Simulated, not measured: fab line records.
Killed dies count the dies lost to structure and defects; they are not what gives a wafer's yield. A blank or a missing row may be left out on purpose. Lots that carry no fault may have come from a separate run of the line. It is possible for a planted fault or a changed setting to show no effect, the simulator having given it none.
Which of the tools did it?    flow n5 finfet    Sampling: 7 lots, 21 wafers, 6 of 1938 route steps

== WHAT THE GAUGES READ, wafer by wafer ==
N5_BEOL_M4_RC_MEAS_101. Usual: DIBL_N 36.5 mV/V, standard deviation 1.4; DIBL_P 36.6 mV/V, standard deviation 1.9; IOFF_N 0.167 nA/um, standard deviation 0.029; IOFF_P 0.21 nA/um, standard deviation 0.033; ION_N 674 uA/um, standard deviation 12; ION_P 460 uA/um, standard deviation 8.9; SS_N 71.6 mV/dec, standard deviation 0.57; SS_P 73.4 mV/dec, standard deviation 0.61; VT_N 249 mV, standard deviation 3.3; VT_P -250 mV, standard deviation 3.3.
lot   measured      on         DIBL_N (mV/V)   DIBL_P (mV/V)   IOFF_N (nA/um)     IOFF_P (nA/um)  ION_N (uA/um)  ION_P (uA/um)  SS_N (mV/dec)   SS_P (mV/dec)   VT_N (mV)    VT_P (mV)       flag
L606  day 8 10:22   prober-02  36.0 34.5 38.5  36.0 33.9 39.2  0.160 0.134 0.214  0.20 0.18 0.26  664 657 674    454 450 459    71.5 71.3 72.6  73.9 73.7 74.7  250 252 244  -252 -256 -247  
L610  day 9 12:04   prober-01  37.1 35.5 35.7  38.5 35.8 36.4  0.212 0.180 0.170  0.25 0.21 0.21  682 694 678    468 470 462    72.3 72.4 72.6  73.9 72.8 73.1  246 246 248  -248 -249 -249  
L622  day 13 01:41  prober-01  37.9 39.4 38.6  38.4 41.1 38.5  0.174 0.228 0.181  0.24 0.29 0.23  668 703 658    462 481 452    72.1 71.8 71.8  73.4 74.9 73.6  248 245 250  -251 -247 -251  
L625  day 13 07:11  prober-02  34.0 36.4 36.2  34.6 37.1 37.3  0.139 0.179 0.174  0.20 0.24 0.25  679 669 674    465 466 467    71.0 72.0 71.8  72.8 73.6 73.0  250 247 248  -249 -243 -245  
L627  day 13 20:43  prober-01  35.2 35.4 36.6  34.8 35.0 36.5  0.133 0.141 0.165  0.19 0.20 0.21  649 670 663    452 462 447    72.1 71.4 72.4  72.1 72.8 71.9  252 250 249  -252 -251 -251  

== WHAT TOOL EACH LOT RAN ON (gives the tool, then ch and the chambers of the sampled wafers, and finally the start) ==
lot   N5_BEOL_M3_STRIP_66                 N5_BEOL_M3_ETCHBACK_99              N5_BEOL_M3_ETCH_70                  N5_BEOL_M3_VIA_ETCH_34              N5_BEOL_M3_TRENCH_ETCH_37
L606  rie diel-04 ch 0,1, day 7 06:35     rie diel-04 ch 0,1,3, day 7 09:30   rie diel-04 ch 0,1,3, day 7 09:32   rie diel-04 ch 0,1,3, day 7 09:38   rie diel-04 ch 0,1,3, day 8 10:22 or earlier
L610  rie diel-03 ch 0,1,3, day 8 16:50   rie diel-01 ch 0,2, day 8 23:30     rie diel-01 ch 0,2, day 8 23:32     rie diel-01 ch 0,2, day 8 23:38     rie diel-01 ch 0,2, day 9 12:04 or earlier
L615  rie diel-04 ch 0,1,2, day 10 05:06  rie diel-04 ch 0,1,2, day 10 06:16  rie diel-04 ch 0,1,2, day 10 06:18  rie diel-04 ch 0,1,2, day 10 06:24  rie diel-04 ch 0,1,2, day 14 19:29 or earlier
L616  rie diel-01 ch 0,1,3, day 10 05:50  rie diel-01 ch 0,1,3, day 10 09:53  rie diel-01 ch 0,1,3, day 10 09:55  rie diel-01 ch 0,1,3, day 10 10:01  rie diel-01 ch 0,1,3, day 15 07:52 or earlier
L622  rie diel-01 ch 0,1, day 11 19:07    rie diel-04 ch 0,1,2, day 11 23:38  rie diel-04 ch 0,1,2, day 11 23:40  rie diel-04 ch 0,1,2, day 11 23:46  rie diel-04 ch 0,1,2, day 13 01:41 or earlier
L625  rie diel-01 ch 1,2, day 12 07:14    rie diel-01 ch 0,1,3, day 12 13:17  rie diel-01 ch 0,1,3, day 12 13:20  rie diel-01 ch 0,1,3, day 12 13:26  rie diel-01 ch 0,1,3, day 13 07:11 or earlier
L627  rie diel-04 ch 0,1,3, day 13 04:03  rie diel-01 ch 0,1,2, day 13 06:24  rie diel-01 ch 0,1,2, day 13 06:26  rie diel-01 ch 0,1,2, day 13 06:32  rie diel-01 ch 0,1,2, day 13 20:43 or earlier
- N5_BEOL_M3_STRIP_66: strips in CF4.
- N5_BEOL_M3_ETCHBACK_99: etches SiO2 in CHF3, target depth 5 nm, time 10.4 s.
- N5_BEOL_M3_ETCH_70: etches SOC in N2/H2, target depth 80 nm, overetch 16 nm, time 120 s.
- N5_BEOL_M3_VIA_ETCH_34: etches the open film in C4F6/O2, target depth 69.4 nm, time 65.9 s.
- N5_BEOL_M3_TRENCH_ETCH_37: etches SiOC in C4F6/O2, target depth 55.555 nm, time 29.2 s.

== AS READ BY THE TOOLS THEMSELVES (means over the sampled wafers that have a number; for cases with no such wafer, the mark the record gives instead) ==
N5_BEOL_M3_STRIP_66. Usual: chamber pressure mTorr 49.99 mTorr (standard deviation 0.044); drypump motor current A 5.6 A (standard deviation 0.42); oes product au 0.79 a.u. (standard deviation 0.09); power w 300.1 W (standard deviation 0.97); rf vpp V 270.6 V (standard deviation 1.4); showerhead plenum p Torr 1.77 Torr (standard deviation 0.062); throttle valve pct 13.45 % (standard deviation 0.26).
lot   tool         chamber pressure mTorr (mTorr)  drypump motor current A (A)  oes product au (a.u.)  power w (W)  rf vpp V (V)  showerhead plenum p Torr (Torr)  throttle valve pct (%)  flag
L606  rie diel-04  49.99                           5.7                          0.71                   299.6        269.8         1.73                             13.73                   
L610  rie diel-03  50.02                           6.0                          0.68                   299.9        271.2         1.79                             13.80                   
L615  rie diel-04  49.95                           5.9                          0.76                   300.3        270.3         1.74                             13.47                   
L616  rie diel-01  49.99                           5.4                          0.82                   299.1        271.6         1.79                             13.32                   
L622  rie diel-01  49.99                           5.3                          0.86                   300.1        269.6         1.75                             13.20                   
L625  rie diel-01  49.96                           5.4                          0.77                   299.8        269.2         1.73                             13.52                   
L627  rie diel-04  49.99                           5.5                          0.77                   300.2        269.2         1.70                             13.48                   

N5_BEOL_M3_ETCHBACK_99. Usual: CHF3_flow_sccm 12.00 sccm, standard deviation 0.034; chamber pressure mTorr 29.999 mTorr, standard deviation 0.027; drypump motor current A 5.6 A, standard deviation 0.43; oes product au 0.81 a.u., standard deviation 0.095; rf vpp V 240 V, standard deviation 5; showerhead plenum p Torr 2.12 Torr, standard deviation 0.076; throttle valve pct 16.91 %, standard deviation 0.2.
lot   tool         CHF3_flow_sccm (sccm)  chamber pressure mTorr (mTorr)  drypump motor current A (A)  oes product au (a.u.)  rf vpp V (V)  showerhead plenum p Torr (Torr)  throttle valve pct (%)  flag
L606  rie diel-04  12.01                  30.005                          5.6                          0.72                   237           2.05                             17.02                   
L610  rie diel-01  11.97                  30.014                          5.0                          0.89                   240           2.11                             16.82                   
L615  rie diel-04  12.01                  30.006                          5.9                          0.76                   240           2.09                             16.95                   
L616  rie diel-01  11.97                  29.981                          5.5                          0.82                   239           2.16                             16.87                   
L622  rie diel-04  12.00                  29.990                          5.9                          0.86                   240           2.09                             16.82                   
L625  rie diel-01  11.97                  30.040                          5.4                          0.81                   239           2.15                             16.89                   
L627  rie diel-01  11.99                  29.979                          5.3                          0.81                   239           2.09                             16.92                   

N5_BEOL_M3_ETCH_70. Usual: bias w 150.0 W (standard deviation 0.43); chamber pressure mTorr 30.003 mTorr (standard deviation 0.028); drypump motor current A 5.6 A (standard deviation 0.43); oes product au 0.62 a.u. (standard deviation 0.069); rf vpp V 522.8 V (standard deviation 2.7); showerhead plenum p Torr 2.51 Torr (standard deviation 0.091); throttle valve pct 17.66 % (standard deviation 0.23).
lot   tool         bias w (W)  chamber pressure mTorr (mTorr)  drypump motor current A (A)  oes product au (a.u.)  rf vpp V (V)  showerhead plenum p Torr (Torr)  throttle valve pct (%)  flag
L606  rie diel-04  150.3       30.010                          5.6                          0.55                   521.1         2.42                             17.77                   
L610  rie diel-01  149.5       29.973                          5.1                          0.69                   522.6         2.49                             17.56                   
L615  rie diel-04  -           -                               -                            -                      -             -                                -                       OFF
L616  rie diel-01  -           -                               -                            -                      -             -                                -                       OFF
L622  rie diel-04  150.2       30.019                          5.9                          0.65                   521.6         2.46                             17.57                   
L625  rie diel-01  149.7       30.020                          5.5                          0.62                   523.9         2.54                             17.65                   
L627  rie diel-01  149.9       30.014                          5.3                          0.62                   521.3         2.46                             17.66                   

N5_BEOL_M3_VIA_ETCH_34. Usual: C4F6_flow_sccm 9.995 sccm, standard deviation 0.026; O2_flow_sccm 10.00 sccm, standard deviation 0.03; chamber pressure mTorr 14.999 mTorr, standard deviation 0.014; drypump motor current A 5.6 A, standard deviation 0.43; oes product au 0.80 a.u., standard deviation 0.095; rf vpp V 663 V, standard deviation 13; showerhead plenum p Torr 2.80 Torr, standard deviation 0.098; throttle valve pct 30.57 %, standard deviation 0.2.
lot   tool         C4F6_flow_sccm (sccm)  O2_flow_sccm (sccm)  chamber pressure mTorr (mTorr)  drypump motor current A (A)  oes product au (a.u.)  rf vpp V (V)  showerhead plenum p Torr (Torr)  throttle valve pct (%)  flag
L606  rie diel-04  10.023                 9.97                 15.001                          5.6                          0.72                   657           2.71                             30.59                   
L610  rie diel-01  9.978                  10.02                14.989                          5.0                          0.88                   661           2.79                             30.48                   
L615  rie diel-04  9.991                  10.00                14.995                          5.9                          0.29                   662           2.77                             30.47                   OFF
L616  rie diel-01  10.027                 9.99                 14.999                          5.5                          0.31                   661           2.85                             30.45                   OFF
L622  rie diel-04  9.982                  10.00                15.000                          5.9                          0.85                   663           2.76                             30.54                   
L625  rie diel-01  10.035                 9.98                 14.995                          5.4                          0.81                   660           2.84                             30.58                   
L627  rie diel-01  10.004                 10.03                15.013                          5.3                          0.80                   657           2.76                             30.55                   

N5_BEOL_M3_TRENCH_ETCH_37. Usual: C4F6_flow_sccm 10.00 sccm, standard deviation 0.03; O2_flow_sccm 10.00 sccm, standard deviation 0.03; chamber pressure mTorr 30.003 mTorr, standard deviation 0.028; drypump motor current A 5.6 A, standard deviation 0.43; oes product au 0.80 a.u., standard deviation 0.095; rf vpp V 663 V, standard deviation 14; showerhead plenum p Torr 2.81 Torr, standard deviation 0.098; throttle valve pct 20.69 %, standard deviation 0.19.
lot   tool         C4F6_flow_sccm (sccm)  O2_flow_sccm (sccm)  chamber pressure mTorr (mTorr)  drypump motor current A (A)  oes product au (a.u.)  rf vpp V (V)  showerhead plenum p Torr (Torr)  throttle valve pct (%)  flag
L606  rie diel-04  10.03                  9.99                 30.009                          5.6                          0.72                   655           2.71                             20.78                   
L610  rie diel-01  10.00                  10.00                30.010                          5.0                          0.88                   662           2.80                             20.62                   
L615  rie diel-04  10.01                  10.01                29.985                          5.8                          0.76                   663           2.77                             20.70                   
L616  rie diel-01  10.01                  10.02                29.995                          5.5                          0.83                   661           2.86                             20.66                   
L622  rie diel-04  10.00                  10.00                30.010                          5.9                          0.85                   661           2.76                             20.61                   
L625  rie diel-01  9.98                   9.98                 30.007                          5.5                          0.81                   660           2.85                             20.69                   
L627  rie diel-01  10.02                  10.02                30.008                          5.3                          0.81                   657           2.77                             20.69                   

== THE ANSWER, worked out from the rows above alone ==
Rule: take the mean of a lot's wafers that have a number; if it is more than 3 standard deviations from the usual mean, the lot is off. Also off: a lot with no number at a reading for which 4 or more lots have one. The other lots that the step has rows for count as sound. After the gauges, taken in route order, come the tools' own readings; for these a lot's mean is taken, as printed above. At the first step where some lot is off, the reading lying furthest off is the one used; lots without a number count as furthest.
Off: L615, L616 (N5_BEOL_M3_ETCH_70, bias w). Without a number there: L615, L616.
A tool fits if, at that step or a process step before it, it ran every lot that is off, and no sound lot after the first of them. Of those tried, none fits.

== WHAT THE SIMULATOR HAD PUT IN ==
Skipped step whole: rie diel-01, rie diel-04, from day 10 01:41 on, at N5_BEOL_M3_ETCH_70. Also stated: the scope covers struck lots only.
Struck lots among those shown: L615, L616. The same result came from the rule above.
